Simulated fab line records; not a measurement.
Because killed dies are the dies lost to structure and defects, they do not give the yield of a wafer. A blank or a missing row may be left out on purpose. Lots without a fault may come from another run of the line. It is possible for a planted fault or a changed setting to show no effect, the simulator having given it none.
fab line records	flow n5Finfet
record: lots: 7	wafers: 21
route steps=1938 shown BEOL_M1@792 BEOL_M2@867 BEOL_M3@960 BEOL_M4@1026 BEOL_M5@1116
startH: hours from the record's first day to the start of the lot's first wafer shown	waitH: how many hours have passed since the lot's step before this one	" identical to the entry in the row above	L1.1+2: several wafers, shown together as one row	- no value, or no start was given	* or withheld: withheld	< > ~ a bound
route shown NAME@n: a module of which the file shows steps, and the number in the route of the first	usual: mean/standard deviation taken from wafers without a fault	same: alike in all rows	chamber/n: place in a boat	sites: per-site readings	_std_site: standard deviation across them	_edge_site: outer sites' mean less inner sites'	radiusMm: for every site, how far away it sits from the centre of the wafer	mask NAME#n: copy n	behind: the tool/chamber that last shaped the wafer	hold: why the lot went on hold/how many hours it stayed there/how the hold came to an end	device: which transistor (n, p or np) failed to switch	end of line: at the end of the route, the tests of the same wafers	a step with no rows: only its recipe	killed: the dies lost at the first sort to structure and to defects; this is not the yield of the wafer	map: per-die view of a wafer (x killed, . not killed, _ where there is no die)
set.NAME: the setting that was run; set.NAME@STEP: the one run at that earlier step	model.NAME: the simulator's own value behind a step, which no gauge read
one table per step and one row per wafer, for lots whose settings were changed on purpose
== steps ==
step: N5_BEOL_M1_ALD_98
recipe: material: SiO2	targetThkA: 25	tempC: 100	aldPrecursorFamily: BDEAS	aldCoReactant: O2-plasma	pulseTimeS: 1	coReactantPulseTimeS: 1	purgeTimeS: 2	coReactantPurgeTimeS: 2	aldCycles: 17	pressureTorr: 2
lot.wafer	tool	chamber	startH	waitH	set.tempC
L076.1+4	aldSin-04	3,1	141.29	0.1	100
L076.5	"	2	"	"	104.1
L078.2+5+6	aldSin-01	0,2,1	149.69	0.1	100
L079.2+5	aldSin-01	3	149.88	0.1	102.1
L079.3	"	0	"	"	100
L082.2	aldSin-04	1	172.75	0.1	103
L082.4+6	"	2,0	"	"	100
L086.1+6	aldSin-03	3	190.29	0.4	100
L086.5	"	1	"	"	98.36
L089.4	aldSin-04	1	214.19	0.0	100
L089.5+6	"	2,1	"	"	98.46
L094.2+3+4	aldSin-03	3,3,0	240.32	0.1	100
step: N5_BEOL_M1_ETCHBACK_99
recipe: chemistry: CHF3	target: SiO2	targetDepthA: 50	timeS: 10.4	sourceW: 215	biasW: 47	Ar_flow_sccm: 200	CHF3_flow_sccm: 12	ionEnergyEv: 100	pressureMtorr: 30
lot.wafer	tool	chamber	startH	waitH	set.timeS@BEOL_M1_DESCUM_33	model.CAR-EUV_of_BEOL_M1_COAT_22.thkNm
L076.1	rieDiel-05	1	141.69	0.3	6.051	10.8
L076.4+5	"	2,1	"	"	7	10.4
L078.2+6	rieDiel-03	0,1	151.89	2.2	5.687	11
L078.5	"	3	"	"	7	10.4
L079.2	rieDiel-06	1	156.35	6.4	7	10.6
L079.3+5	"	2,1	"	"	7.637	10.2
L082.2+6	rieDiel-06	2,0	175.13	2.3	7	10.4
L082.4	"	0	"	"	7	10.2
L086.1	rieDiel-05	2	190.90	0.6	7	10.4
L086.5+6	"	0,3	"	"	6.446	10.6
L089.4+6	rieDiel-06	0,3	214.52	0.3	7	10.4
L089.5	"	2	"	"	7	10.6
L094.2+3+4	rieDiel-03	1,3,3	241.21	0.8	7	10.4
step: N5_BEOL_M2_COAT_67
recipe: resist: SOC	tempC: 250	timeS: 60	spinRpm: 1500	resistThkNm: 60
lot.wafer	tool	chamber	startH	waitH	set.spinRpm	model.SOC_of_BEOL_M2_COAT_67.thkNm
L076.1	lithoTrack-01	0	149.16	0.0	1500	60
L076.4	"	0	"	"	1440	61.2
L076.5	"	0	"	"	1500	60.2
L078.2+5	lithoTrack-03	0	157.99	0.0	1500	59.8
L078.6	"	0	"	"	1500	59.6
L079.2+5	lithoTrack-03	0	162.56	0.0	1500	59.8
L079.3	"	0	"	"	1500	60
L082.2	lithoTrack-03	0	180.83	0.0	1500	59.8
L082.4+6	"	0	"	"	1500	60
L086.1	lithoTrack-04	0	199.54	0.0	1500	60.2
L086.5	"	0	"	"	1500	60
L086.6	"	0	"	"	1647	57
L089.4	lithoTrack-01	0	220.60	0.0	1451	60.8
L089.5	"	0	"	"	1451	60.6
L089.6	"	0	"	"	1500	59.8
L094.2+3+4	lithoTrack-04	0	251.44	0.0	1500	59.8
step: N5_BEOL_M2_COAT_22
recipe: resist: CAR-EUV	spinRpm: 1500	resistThkNm: 30
lot.wafer	tool	chamber	startH	waitH	set.spinRpm	model.CAR-EUV_of_BEOL_M2_COAT_22.thkNm
L076.1+4+5	lithoTrack-01	0	-	-	1500	30
L078.2	lithoTrack-03	0	-	-	1500	30.2
L078.5+6	"	0	"	"	1594	29.2
L079.2+3	lithoTrack-03	0	-	-	1390	31.2
L079.5	"	0	"	"	1500	30
L082.2+4+6	lithoTrack-03	0	-	-	1500	30
L086.1+5	lithoTrack-04	0	-	-	1658	28.4
L086.6	"	0	"	"	1500	30
L089.4	lithoTrack-01	0	-	-	1500	30.2
L089.5+6	"	0	"	"	1500	30
L094.2+3+4	lithoTrack-04	0	-	-	1500	30
step: N5_BEOL_M2_EBR_24
recipe: solvent: PGMEA	ebrWidthMm: 1.5
step: N5_BEOL_M2_SOFTBAKE_23
recipe: tempC: 110	timeS: 60	resist: CAR-EUV
step: N5_BEOL_M2_EXPOSE_25
recipe: maskId: V1	na: 0.33	sourceShape: quasar	sigmaInner: 0.2	sigmaOuter: 0.8	polarization: unpolarized	defocusNm: 5	doseMj: 63
step: N5_BEOL_M2_PEB_26
recipe: pebTempC: 100	pebTimeS: 60	resist: CAR-EUV
step: N5_BEOL_M2_DEVELOP_27
recipe: developTimeS: 30	developer: TMAH	resist: CAR-EUV	rinseLiquid: surfactantRinse	dry: airSpin	devTempC: 23
lot.wafer	tool	chamber	startH	waitH	set.spinRpm@BEOL_M2_COAT_22	model.CAR-EUV_of_BEOL_M2_COAT_22.thkNm
L076.1+4+5	lithoTrack-04	0	-	-	1500	29.6
L078.2	lithoTrack-03	0	-	-	1500	29.8
L078.5	"	0	"	"	1594	28.6
L078.6	"	0	"	"	1594	28.8
L079.2	lithoTrack-01	0	-	-	1390	30.6
L079.3	"	0	"	"	1390	30.8
L079.5	"	0	"	"	1500	29.6
L082.2+4+6	lithoTrack-04	0	-	-	1500	29.6
L086.1+5	lithoTrack-04	0	-	-	1658	28
L086.6	"	0	"	"	1500	29.4
L089.4+5+6	lithoTrack-03	0	-	-	1500	29.6
L094.2	lithoTrack-04	0	-	-	1500	29.4
L094.3+4	"	0	"	"	1500	29.6
step: N5_BEOL_M2_ALD_98
recipe: material: SiO2	targetThkA: 25	tempC: 100	aldPrecursorFamily: BDEAS	aldCoReactant: O2-plasma	pulseTimeS: 1	coReactantPulseTimeS: 1	purgeTimeS: 2	coReactantPurgeTimeS: 2	aldCycles: 17	pressureTorr: 2
step: N5_BEOL_M2_ETCHBACK_99
recipe: chemistry: CHF3	target: SiO2	targetDepthA: 50	timeS: 10.4	sourceW: 215	biasW: 47	Ar_flow_sccm: 200	CHF3_flow_sccm: 12	ionEnergyEv: 100	pressureMtorr: 30
step: N5_BEOL_M2_ETCH_70
recipe: chemistry: N2/H2	target: SOC	targetDepthA: 800	overetchA: 240	maskMaterial: SiARC	tempC: 40	timeS: 130	ionEnergyEv: 200	pressureMtorr: 30	sourceW: 840	biasW: 150	n2FlowSccm: 200	h2FlowSccm: 200
lot.wafer	tool	chamber	startH	waitH	set.spinRpm@BEOL_M2_COAT_67	model.etch.depthNm
L076.1	rieDiel-02	0	156.02	0.0	1500	60.08
L076.4	"	1	"	"	1440	61.22
L076.5	"	2	"	"	1500	60.14
L078.2	rieDiel-04	0	159.74	0.0	1500	59.73
L078.5	"	3	"	"	1500	59.9
L078.6	"	0	"	"	1500	59.7
L079.2	rieDiel-01	3	166.64	0.0	1500	59.79
L079.3	"	0	"	"	1500	60.01
L079.5	"	1	"	"	1500	59.81
L082.2	rieDiel-02	0	183.78	0.0	1500	59.83
L082.4	"	3	"	"	1500	59.95
L082.6	"	0	"	"	1500	59.94
L086.1	rieDiel-04	3	200.33	0.0	1500	60.14
L086.5	"	3	"	"	1500	59.94
L086.6	"	0	"	"	1647	57.08
L089.4	rieDiel-02	1	222.65	0.0	1451	60.76
L089.5	"	0	"	"	1451	60.69
L089.6	"	1	"	"	1500	59.83
L094.2	rieDiel-04	1	259.19	0.0	1500	59.74
L094.3	"	0	"	"	1500	59.75
L094.4	"	3	"	"	1500	59.78
step: N5_BEOL_M2_STRIP_71
recipe: chemistry: N2/H2	tempC: 40	n2FlowSccm: 200	h2FlowSccm: 200	rfFrequencyHz: 6e+07
step: N5_BEOL_M2_STRIP_78
recipe: chemistry: N2/H2	tempC: 40	n2FlowSccm: 200	h2FlowSccm: 200	rfFrequencyHz: 6e+07
step: N5_BEOL_M2_VIA_ETCH_34
recipe: chemistry: C4F6/O2	targetDepthA: 694	maskMaterial: SOC	pressureMtorr: 15	ionEnergyEv: 250	taperDeg: 4	timeS: 65.9	sourceW: 350	biasW: 170	Ar_flow_sccm: 300	C4F6_flow_sccm: 10	O2_flow_sccm: 10
lot.wafer	tool	chamber	startH	waitH	set.spinRpm@BEOL_M2_COAT_67	model.SOC_of_BEOL_M2_COAT_67.thkNm
L076.1+5	rieDiel-02	0,2	156.13	0.0	1500	51.8
L076.4	"	1	"	"	1440	52.8
L078.2+6	rieDiel-04	0	159.85	0.0	1500	51.4
L078.5	"	3	"	"	1500	52
L079.2+5	rieDiel-01	3,1	166.75	0.0	1500	51.4
L079.3	"	0	"	"	1500	52
L082.2+6	rieDiel-02	0	183.88	0.0	1500	51.6
L082.4	"	3	"	"	1500	52
L086.1	rieDiel-04	3	200.43	0.0	1500	52.2
L086.5	"	3	"	"	1500	52
L086.6	"	0	"	"	1647	48.8
L089.4+5	rieDiel-02	1,0	222.76	0.0	1451	52.4
L089.6	"	1	"	"	1500	51.6
L094.2+4	rieDiel-04	1,3	259.30	0.0	1500	51.6
L094.3	"	0	"	"	1500	51.4
step: N5_BEOL_M2_DEP_57
recipe: material: SiCN	targetThkA: 80	tempC: withheld	precursor: 3MS/NH3	pressureTorr: 3	rfW: 202	timeS: 14
lot.wafer	tool	chamber	startH	waitH	set.timeS	model.SiCN_of_BEOL_M2_DEP_57.thkNm
L076.1	pecvd-03	1	160.53	0.0	14	8
L076.4	"	0	"	"	14	8.2
L076.5	"	1	"	"	13.27	7.6
L078.2	pecvd-04	0	164.22	0.0	14	7.8
L078.5	"	1	"	"	14	8.2
L078.6	"	2	"	"	13.06	7.2
L079.2+3	pecvd-01	1,2	171.14	0.0	14	8
L079.5	"	1	"	"	14	8.2
L082.2	pecvd-04	2	188.31	0.0	14	8
L082.4	"	0	"	"	12.71	7.4
L082.6	"	2	"	"	12.71	7.2
L086.1+5+6	pecvd-01	2,1,2	204.88	0.0	14	8.2
L089.4+6	pecvd-01	1,2	226.82	0.0	14	8.2
L089.5	"	0	"	"	14	8
L094.2+3	pecvd-01	2,0	263.66	0.0	14	7.8
L094.4	"	0	"	"	14	8
step: N5_BEOL_M3_COAT_22
recipe: resist: CAR-EUV	spinRpm: 1500	resistThkNm: 30
lot.wafer	tool	chamber	startH	waitH	set.spinRpm	model.CAR-EUV_of_BEOL_M3_COAT_22.thkNm
L076.1+4	lithoTrack-03	0	-	-	1665	28.4
L076.5	"	0	"	"	1665	28.6
L078.2+5	lithoTrack-02	0	-	-	1500	30
L078.6	"	0	"	"	1500	29.8
L079.2	lithoTrack-03	0	-	-	1500	30.2
L079.3+5	"	0	"	"	1500	30
L082.2+4	lithoTrack-05	0	-	-	1543	29.6
L082.6	"	0	"	"	1500	30
L086.1+5+6	lithoTrack-05	0	-	-	1500	30
L089.4+6	lithoTrack-03	0	-	-	1500	30
L089.5	"	0	"	"	1396	31.2
L094.2+3+4	lithoTrack-02	0	-	-	1500	30
step: N5_BEOL_M3_EXPOSE_25
recipe: maskId: V2	na: 0.33	sourceShape: quasar	sigmaInner: 0.2	sigmaOuter: 0.8	polarization: unpolarized	defocusNm: 5	doseMj: 63
lot.wafer	tool	chamber	startH	waitH	mask	set.doseMj
L076.1+4	euvScanner-02	0	162.16	-	V2#0	63
L076.5	"	0	"	"	V2#0	58.67
L078.2+5	euvScanner-01	0	168.06	-	V2#0	63
L078.6	"	0	"	"	V2#0	67.2
L079.2	euvScanner-02	0	173.01	-	V2#0	61.05
L079.3+5	"	0	"	"	V2#0	63
L082.2	euvScanner-01	0	190.37	-	V2#0	63
L082.4+6	"	0	"	"	V2#0	59.43
L086.1+6	euvScanner-02	0	208.47	-	V2#0	60.28
L086.5	"	0	"	"	V2#0	63
L089.4+5+6	euvScanner-02	0	228.26	-	V2#0	63
L094.2+3+4	euvScanner-02	0	266.67	-	V2#0	63
step: N5_BEOL_M3_PEB_26
recipe: pebTempC: 100	pebTimeS: 60	resist: CAR-EUV
step: N5_BEOL_M3_DEVELOP_27
recipe: developTimeS: 30	developer: TMAH	resist: CAR-EUV	rinseLiquid: surfactantRinse	dry: airSpin	devTempC: 23
lot.wafer	tool	chamber	startH	waitH	set.spinRpm@BEOL_M3_COAT_22	model.CAR-EUV_of_BEOL_M3_COAT_22.thkNm
L076.1+4+5	lithoTrack-03	0	-	-	1665	28
L078.2	lithoTrack-02	0	-	-	1500	29.6
L078.5+6	"	0	"	"	1500	29.4
L079.2	lithoTrack-05	0	-	-	1500	29.8
L079.3+5	"	0	"	"	1500	29.6
L082.2	lithoTrack-05	0	-	-	1543	29
L082.4	"	0	"	"	1543	29.2
L082.6	"	0	"	"	1500	29.6
L086.1	lithoTrack-03	0	-	-	1500	29.4
L086.5+6	"	0	"	"	1500	29.6
L089.4+6	lithoTrack-02	0	-	-	1500	29.6
L089.5	"	0	"	"	1396	30.6
L094.2+3	lithoTrack-02	0	-	-	1500	29.4
L094.4	"	0	"	"	1500	29.6
step: N5_BEOL_M4_COAT_62
recipe: resist: SiARC	tempC: 220	timeS: 60	spinRpm: 1500	resistThkNm: 12
lot.wafer	tool	chamber	startH	waitH	set.spinRpm	model.SiARC_of_BEOL_M4_COAT_62.thkNm
L076.1+5	lithoTrack-05	0	-	-	1378	12.6
L076.4	"	0	"	"	1500	12
L078.2+5+6	lithoTrack-04	0	-	-	1500	12
L079.2+3+5	lithoTrack-01	0	-	-	1500	12
L082.2+6	lithoTrack-01	0	-	-	1500	12
L082.4	"	0	"	"	1591	11.6
L086.1+6	lithoTrack-01	0	-	-	1500	12
L086.5	"	0	"	"	1337	12.8
L089.4	lithoTrack-04	0	-	-	1589	11.6
L089.5+6	"	0	"	"	1500	12
L094.2+3+4	lithoTrack-04	0	-	-	1500	12
step: N5_BEOL_M4_COAT_73
recipe: resist: underlayer	tempC: 205	timeS: 60	spinRpm: 1500	resistThkNm: 5
step: N5_BEOL_M4_COAT_05
recipe: resist: CAR-EUV	spinRpm: 1500	resistThkNm: 30
step: N5_BEOL_M4_DESCUM_16
recipe: chemistry: O2	timeS: 7	sourcePowerW: 50	biasPowerW: 20	pressureMtorr: 20	rfFrequencyHz: 2.712e+07	tempC: 40	resist: CAR-EUV	o2FlowSccm: 225
step: N5_BEOL_M4_ETCH_74
recipe: chemistry: N2/H2	target: underlayer	targetDepthA: 65	maskMaterial: CAR-EUV	timeS: 5.2	ionEnergyEv: 200	pressureMtorr: 30	sourceW: 840	biasW: 150	n2FlowSccm: 200	h2FlowSccm: 200	ends: cleared
step: N5_BEOL_M4_ETCH_63
recipe: chemistry: CF4	target: SiARC	targetDepthA: 156	maskMaterial: CAR-EUV	timeS: 26	ionEnergyEv: 80	pressureMtorr: 40	sourceW: 545	biasW: 36	Ar_flow_sccm: 100	cf4FlowSccm: 100	ends: cleared
lot.wafer	tool	chamber	startH	waitH	set.spinRpm@BEOL_M4_COAT_62	model.etch.depthNm	model.CAR-EUV_of_BEOL_M4_COAT_05.thkNm
L076.1	rieDiel-02	3	168.66	0.0	1378	12.53	10.8
L076.4	"	2	"	"	1500	12	11.2
L076.5	"	1	"	"	1378	12.51	10.8
L078.2	rieDiel-04	2	177.18	0.0	1500	11.99	11.2
L078.5	"	0	"	"	1500	12	11.2
L078.6	"	1	"	"	1500	11.97	11.2
L079.2	rieDiel-02	3	184.75	0.0	1500	11.99	11.2
L079.3	"	2	"	"	1500	12.04	11
L079.5	"	3	"	"	1500	12.02	11.2
L082.2	rieDiel-04	3	199.97	0.0	1500	11.98	11.4
L082.4	"	1	"	"	1591	11.67	11.6
L082.6	"	1	"	"	1500	12.01	11.2
L086.1+6	rieDiel-01	3,0	218.76	0.0	1500	11.98	11.2
L086.5	"	3	"	"	1337	12.72	10.6
L089.4	rieDiel-01	3	236.01	0.0	1589	11.62	11.4
L089.5	"	0	"	"	1500	11.94	11.2
L089.6	"	3	"	"	1500	11.9	11.2
L094.2+3	rieDiel-02	2,0	275.27	0.0	1500	11.96	11
L094.4	"	2	"	"	1500	12	11.2
step: N5_BEOL_M5_HM_DEP_02
recipe: material: TiN	targetThkA: 200	tempC: 25	chamberPressurePa: 0.49996
lot.wafer	tool	chamber	startH	waitH	set.targetThkA	model.TiN_of_BEOL_M5_HM_DEP_02.thkNm
L076.1	pvdSputter-01	-	183.49	2.3	208	20.6
L076.4	"	-	"	"	200	20
L076.5	"	-	"	"	208	20.8
L078.2	pvdSputter-01	-	188.42	0.8	200	20.6
L078.5+6	"	-	"	"	200	20
L079.2	pvdSputter-03	-	194.64	1.0	216.1	21.8
L079.3	"	-	"	"	216.1	22
L079.5	"	-	"	"	200	20.2
L082.2	pvdSputter-01	-	211.95	1.4	200	19.8
L082.4	"	-	"	"	177.6	17.8
L082.6	"	-	"	"	200	20.2
L086.1	pvdSputter-02	-	229.54	0.9	224	22
L086.5	"	-	"	"	200	19.6
L086.6	"	-	"	"	224	22.4
L089.4	pvdSputter-01	-	249.23	0.0	200	19.8
L089.5	"	-	"	"	200	20.4
L089.6	"	-	"	"	200	20
L094.2+3	pvdSputter-01	-	285.43	0.9	200	19.8
L094.4	"	-	"	"	200	20
step: N5_BEOL_M5_COAT_05
recipe: resist: CAR-EUV	spinRpm: 1500	resistThkNm: 30
lot.wafer	tool	chamber	startH	waitH	set.spinRpm	model.CAR-EUV_of_BEOL_M5_COAT_05.thkNm
L076.1+5	lithoTrack-03	0	-	-	1500	30
L076.4	"	0	"	"	1619	29
L078.2+6	lithoTrack-03	0	-	-	1500	30
L078.5	"	0	"	"	1592	29
L079.2	lithoTrack-01	0	-	-	1609	29
L079.3	"	0	"	"	1500	30.2
L079.5	"	0	"	"	1609	29.2
L082.2+4+6	lithoTrack-02	0	-	-	1500	30
L086.1	lithoTrack-01	0	-	-	1500	30
L086.5+6	"	0	"	"	1662	28.6
L089.4	lithoTrack-02	0	-	-	1500	29.8
L089.5+6	"	0	"	"	1500	30
L094.2+3+4	lithoTrack-03	0	-	-	1500	30
step: N5_BEOL_M5_EBR_07
recipe: solvent: PGMEA	ebrWidthMm: 1.5
step: N5_BEOL_M5_SOFTBAKE_06
recipe: tempC: 110	timeS: 60	resist: CAR-EUV
step: N5_BEOL_M5_DESCUM_16
recipe: chemistry: O2	timeS: 7	sourcePowerW: 50	biasPowerW: 20	pressureMtorr: 20	rfFrequencyHz: 2.712e+07	tempC: 40	resist: CAR-EUV	o2FlowSccm: 225
lot.wafer	tool	chamber	startH	waitH	set.spinRpm@BEOL_M5_COAT_05	model.CAR-EUV_of_BEOL_M5_COAT_05.thkNm
L076.1+5	rieDiel-06	3,1	184.22	0.1	1500	26.2
L076.4	"	0	"	"	1619	25
L078.2	rieDiel-03	0	189.04	0.1	1500	26.2
L078.5	"	3	"	"	1592	25
L078.6	"	2	"	"	1500	26
L079.2	rieDiel-05	0	195.28	0.0	1609	25
L079.3	"	1	"	"	1500	26.2
L079.5	"	1	"	"	1609	25.2
L082.2+4+6	rieDiel-05	3,0,1	212.68	0.1	1500	26
L086.1	rieDiel-05	1	230.05	0.0	1500	26
L086.5+6	"	1,3	"	"	1662	24.6
L089.4+5+6	rieDiel-06	3,3,0	252.15	1.3	1500	26
L094.2+3+4	rieDiel-06	0,3,2	285.95	0.0	1500	26
step: N5_BEOL_M5_ETCH_72
recipe: chemistry: N2/H2	target: underlayer	targetDepthA: 65	maskMaterial: CAR-EUV	timeS: 5.2	ionEnergyEv: 200	pressureMtorr: 30	sourceW: 840	biasW: 150	n2FlowSccm: 200	h2FlowSccm: 200	ends: cleared
step: N5_BEOL_M5_ETCH_61
recipe: chemistry: CF4	target: SiARC	targetDepthA: 156	maskMaterial: CAR-EUV	timeS: 26	ionEnergyEv: 80	pressureMtorr: 40	sourceW: 545	biasW: 36	Ar_flow_sccm: 100	cf4FlowSccm: 100	ends: cleared
step: N5_BEOL_M5_STRIP_73
recipe: chemistry: N2/H2	tempC: 40	n2FlowSccm: 200	h2FlowSccm: 200	rfFrequencyHz: 6e+07
step: N5_BEOL_M5_STRIP_64
recipe: chemistry: CF4	resist: SiARC	powerW: 300	biasPowerW: 75	pressureMtorr: 50	cf4FlowSccm: 150	rfFrequencyHz: 6e+07
step: N5_BEOL_M5_HM_OPEN_17
recipe: chemistry: Cl2/BCl3	targetDepthA: 200	overetchA: 60	target: TiN	maskMaterial: SOC	ionEnergyEv: 150	pressureMtorr: 10	icpW: 1000	biasW: 126	Cl2_flow_sccm: 53.25	bcl3FlowSccm: 21.75	Ar_flow_sccm: 25
lot.wafer	tool	chamber	startH	waitH	set.targetThkA@BEOL_M5_HM_DEP_02	model.etch.depthNm
L076.1	rieMetal-02	0	184.47	0.0	208	20.64
L076.4	"	1	"	"	200	19.95
L076.5	"	1	"	"	208	20.84
L078.2	rieMetal-02	0	189.29	0.0	200	20.56
L078.5+6	"	0,1	"	"	200	20.02
L079.2	rieMetal-01	0	195.53	0.0	216.1	21.84
L079.3	"	0	"	"	216.1	21.95
L079.5	"	1	"	"	200	20.28
L082.2	rieMetal-03	0	212.92	0.0	200	19.77
L082.4	"	1	"	"	177.6	17.75
L082.6	"	1	"	"	200	20.2
L086.1	rieMetal-02	1	230.30	0.0	224	22
L086.5	"	1	"	"	200	19.54
L086.6	"	0	"	"	224	22.43
L089.4	rieMetal-01	0	252.43	0.1	200	19.73
L089.5	"	0	"	"	200	20.31
L089.6	"	1	"	"	200	20.04
L094.2	rieMetal-03	0	286.19	0.0	200	19.87
L094.3	"	1	"	"	200	19.79
L094.4	"	0	"	"	200	20.02
== key ==
split: step: N5_BEOL_M1_ALD_98	setting: tempC	stated: 100	by: wafer
response none clear
split: step: N5_BEOL_M2_COAT_67	setting: spinRpm	stated: 1500	by: wafer
response: step: N5_BEOL_M2_COAT_67	reading: model.SOC_of_BEOL_M2_COAT_67.thkNm	change: -0.307	per: 1%	r: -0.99
response: step: N5_BEOL_M2_ETCH_70	reading: model.etch.depthNm	change: -0.296	per: 1%	r: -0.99
response: step: N5_BEOL_M2_VIA_ETCH_34	reading: model.SOC_of_BEOL_M2_COAT_67.thkNm	change: -0.317	per: 1%	r: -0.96
split: step: N5_BEOL_M2_COAT_22	setting: spinRpm	stated: 1500	by: wafer
response: step: N5_BEOL_M2_COAT_22	reading: model.CAR-EUV_of_BEOL_M2_COAT_22.thkNm	change: -0.156	per: 1%	r: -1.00
response: step: N5_BEOL_M2_DEVELOP_27	reading: model.CAR-EUV_of_BEOL_M2_COAT_22.thkNm	change: -0.146	per: 1%	r: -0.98
split: step: N5_BEOL_M2_DEP_57	setting: timeS	stated: 14	by: wafer
response: step: N5_BEOL_M2_DEP_57	reading: model.SiCN_of_BEOL_M2_DEP_57.thkNm	change: +0.0918	per: 1%	r: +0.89
split: step: N5_BEOL_M3_COAT_22	setting: spinRpm	stated: 1500	by: wafer
response: step: N5_BEOL_M3_COAT_22	reading: model.CAR-EUV_of_BEOL_M3_COAT_22.thkNm	change: -0.168	per: 1%	r: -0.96
response: step: N5_BEOL_M3_DEVELOP_27	reading: model.CAR-EUV_of_BEOL_M3_COAT_22.thkNm	change: -0.149	per: 1%	r: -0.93
split: step: N5_BEOL_M3_EXPOSE_25	setting: doseMj	stated: 63	by: wafer
response none clear
split: step: N5_BEOL_M4_COAT_62	setting: spinRpm	stated: 1500	by: wafer
response: step: N5_BEOL_M4_COAT_62	reading: model.SiARC_of_BEOL_M4_COAT_62.thkNm	change: -0.0717	per: 1%	r: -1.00
response: step: N5_BEOL_M4_ETCH_63	reading: model.etch.depthNm	change: -0.0626	per: 1%	r: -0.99
response: step: N5_BEOL_M4_ETCH_63	reading: model.CAR-EUV_of_BEOL_M4_COAT_05.thkNm	change: +0.0499	per: 1%	r: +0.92
split: step: N5_BEOL_M5_HM_DEP_02	setting: targetThkA	stated: 200	by: wafer
response: step: N5_BEOL_M5_HM_DEP_02	reading: model.TiN_of_BEOL_M5_HM_DEP_02.thkNm	change: +0.206	per: 1%	r: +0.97
response: step: N5_BEOL_M5_HM_OPEN_17	reading: model.etch.depthNm	change: +0.209	per: 1%	r: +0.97
split: step: N5_BEOL_M5_COAT_05	setting: spinRpm	stated: 1500	by: wafer
response: step: N5_BEOL_M5_COAT_05	reading: model.CAR-EUV_of_BEOL_M5_COAT_05.thkNm	change: -0.138	per: 1%	r: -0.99
response: step: N5_BEOL_M5_DESCUM_16	reading: model.CAR-EUV_of_BEOL_M5_COAT_05.thkNm	change: -0.146	per: 1%	r: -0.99
split outsideThisFile step=N5_BEOL_M1_DESCUM_33 setting=timeS
split outsideThisFile: this setting was split too, and the file shows its column; the key of that split is in another file
